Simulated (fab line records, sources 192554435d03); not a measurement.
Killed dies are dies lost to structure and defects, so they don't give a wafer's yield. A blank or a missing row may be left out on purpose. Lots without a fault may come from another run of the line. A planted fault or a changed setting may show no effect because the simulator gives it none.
Chamber matching | flow n5_finfet | N5_FIN_CUT_ETCH_30 on rie_diel-06: 4 sister chambers
The step etches underlayer in N2/H2, target depth 13 nm, time 10.4 s. 18 wafers are shown with their chamber, then 9 later ones without.

WAFERS WITH THEIR CHAMBER
wafer  | chamber | drypump_motor_current_A (A) | throttle_valve_pct (%) | showerhead_plenum_p_Torr (Torr)
L075.4 | 2       | 4.7                         | 18.14                  | 2.53
L075.5 | 1       | 5.4                         | 17.38                  | 2.67
L075.6 | 0       | 6.2                         | 18.32                  | 2.44
L078.2 | 0       | 6.2                         | 18.34                  | 2.44
L078.3 | 2       | 4.7                         | 18.15                  | 2.53
L078.4 | 1       | 5.4                         | 17.41                  | 2.66
L080.1 | 1       | 5.4                         | 17.43                  | 2.66
L080.3 | 0       | 6.3                         | 18.33                  | 2.44
L080.4 | 2       | 4.7                         | 18.16                  | 2.52
L086.2 | 3       | 4.7                         | 17.74                  | 2.56
L086.3 | 0       | 6.2                         | 18.37                  | 2.43
L086.6 | 1       | 5.4                         | 17.43                  | 2.66
L087.3 | 0       | 6.2                         | 18.38                  | 2.43
L087.5 | 3       | 4.7                         | 17.74                  | 2.56
L087.6 | 0       | 6.2                         | 18.37                  | 2.43
L090.1 | 1       | 5.4                         | 17.45                  | 2.65
L090.3 | 2       | 4.8                         | 18.19                  | 2.52
L090.5 | 0       | 6.2                         | 18.39                  | 2.43

SIGNATURES (means of the wafers above)
reading                  | chamber 0 | chamber 1 | chamber 2 | chamber 3 | scatter within a chamber
drypump_motor_current_A  | 6.214     | 5.400     | 4.725     | 4.700     | 0.0339
throttle_valve_pct       | 18.3571   | 17.4200   | 18.1600   | 17.7400   | 0.0247
showerhead_plenum_p_Torr | 2.4343    | 2.6600    | 2.5250    | 2.5600    | 0.0058
Rule: a wafer's distance from a chamber is the root of the sum, over the readings, of the square of ((its reading less the chamber's mean) divided by the reading's scatter). The wafer belongs to the nearest chamber; if the next one is less than 2 further off, it can't be placed. The scatter: the root of (the sum of the squares of (reading less its chamber's mean) over the shown wafers, divided by (wafers less chambers)).

WAFERS WITHOUT THEIR CHAMBER
wafer  | drypump_motor_current_A (A) | throttle_valve_pct (%) | showerhead_plenum_p_Torr (Torr)
L091.2 | 4.8                         | 17.75                  | 2.56
L091.5 | 4.7                         | 18.17                  | 2.52
L091.6 | 5.4                         | 17.45                  | 2.65
L094.3 | 4.7                         | 17.76                  | 2.56
L094.4 | 5.4                         | 17.47                  | 2.65
L094.6 | 5.4                         | 17.46                  | 2.65
L097.2 | 5.4                         | 17.48                  | 2.65
L097.4 | 4.8                         | 17.77                  | 2.56
L097.6 | 5.4                         | 17.49                  | 2.65

WHICH CHAMBER EACH WENT THROUGH
wafer  | from the rows above | in truth
L091.2 | 3                   | 3
L091.5 | 2                   | 2
L091.6 | 1                   | 1
L094.3 | 3                   | 3
L094.4 | 1                   | 1
L094.6 | 1                   | 1
L097.2 | 1                   | 1
L097.4 | 3                   | 3
L097.6 | 1                   | 1
Placed correctly: 9 of 9. Can't be placed from these rows: 0. Placed wrongly: 0.
